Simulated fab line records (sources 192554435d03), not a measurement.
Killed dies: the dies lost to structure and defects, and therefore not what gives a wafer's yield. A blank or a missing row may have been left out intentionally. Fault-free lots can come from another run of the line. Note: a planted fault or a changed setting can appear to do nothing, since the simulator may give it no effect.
One fault seen from 2 desks ; flow n5Finfet ; what lay behind the numbers comes last; until then each desk has only its own

## AT THE METROLOGY DESK
Lot by lot, what the gauges showed, no matter which tool ran the lot: averages of those sampled wafers that carry a number. Marked OUT: a lot whose mean sits more than 4 standard deviations from the usual mean, which makes it out of limits; the brackets give that distance. Shown here are 7 of its 11 readings, the ones lying furthest out on some lot.
Columns: A = trenchDepthNm at N5_STI_FIN_REVEAL_FIN_H_MEAS_10, usual 52.0 nm; B = DIBL_N at N5_BEOL_M4_RC_MEAS_101, usual 36.0 mV/V; C = DIBL_P at N5_BEOL_M4_RC_MEAS_101, usual 36.7 mV/V; D = ION_P at N5_BEOL_M4_RC_MEAS_101, usual 461 uA/um; E = SS_N at N5_BEOL_M4_RC_MEAS_101, usual 71.5 mV/dec; F = SS_P at N5_BEOL_M4_RC_MEAS_101, usual 73.4 mV/dec; G = VT_N at N5_BEOL_M4_RC_MEAS_101, usual 250 mV
lot;first seen here;A;B;C;D;E;F;G
L506;day 3 02:13;53.1;36.4;36.8;463;71.7;73.9;250
L508;day 3 15:46;53.1;32.4;33.3;471;70.9;72.0;252
L511;day 4 08:53;51.2;32.7;35.6;453;71.9;72.7;251
L512;day 4 14:47;51.2;36.8;37.4;459;71.8;73.8;253
L514;day 5 00:33;50.5;36.8;37.0;456;71.6;73.7;252
L516;day 5 15:11;52.4;34.6;31.4;465;70.6;72.5;254
L517;day 5 19:41;51.5;36.1;35.3;451;72.0;73.4;253
L520;day 6 13:24;53.5;35.1;35.5;460;71.1;73.4;251
L523;day 7 08:47;52.6;35.6;37.0;455;71.6;73.5;253
L525;day 7 22:11;53.3;36.7;37.9;470;71.6;73.5;247
This desk found nothing out of limits on any of the 10 lots.

## THE TOOL OWNER'S DESK: lithoTrack-04
The tool's own readings at N5_DUMMY_GATE_COAT_09 (resist thk 30 nm): means of the sampled wafers that have a number, for each lot that ran on this tool. Marked OUT: a lot whose mean sits more than 4 standard deviations from the usual mean, which makes it out of limits; the brackets give that distance.
Columns: A = exhaustPa at N5_DUMMY_GATE_COAT_09, usual 45.2 Pa; B = spinSpeedRpm at N5_DUMMY_GATE_COAT_09, usual 1499.8 rpm
lot;first seen here;A;B
L508;day 4 00:13;44.6;1500.0
L511;day 4 17:11;45.0;1500.2
L514;day 5 10:08;44.5;1466.4 (-30) OUT
L516;day 5 23:29;46.4;1465.7 (-31) OUT
L517;day 6 04:01;45.8;1466.9 (-30) OUT
Finding of this desk: L514, L516, L517 out of limits; the first was L514 at day 5 10:08, on spinSpeedRpm at N5_DUMMY_GATE_COAT_09. L508, L511: within limits.

## PUT TOGETHER
An alarm could have come from the tool owner's desk at day 5 10:08, on L514, L516, L517.
Nothing out of limits was seen by the metrology desk.
The metrology desk holds a record of L514, L516, L517, inside its limits.
N5_DUMMY_GATE_COAT_09 was run on lithoTrack-04 by each of the lots named.

## WHAT HAD BEEN PUT IN BY THE SIMULATOR
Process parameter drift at N5_DUMMY_GATE_COAT_09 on lithoTrack-04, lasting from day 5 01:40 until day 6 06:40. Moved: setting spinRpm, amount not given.
Struck lots among those shown: L514, L516, L517.
Hours from the fault's start to each desk's first reading out of limits: the tool owner's desk, 8.
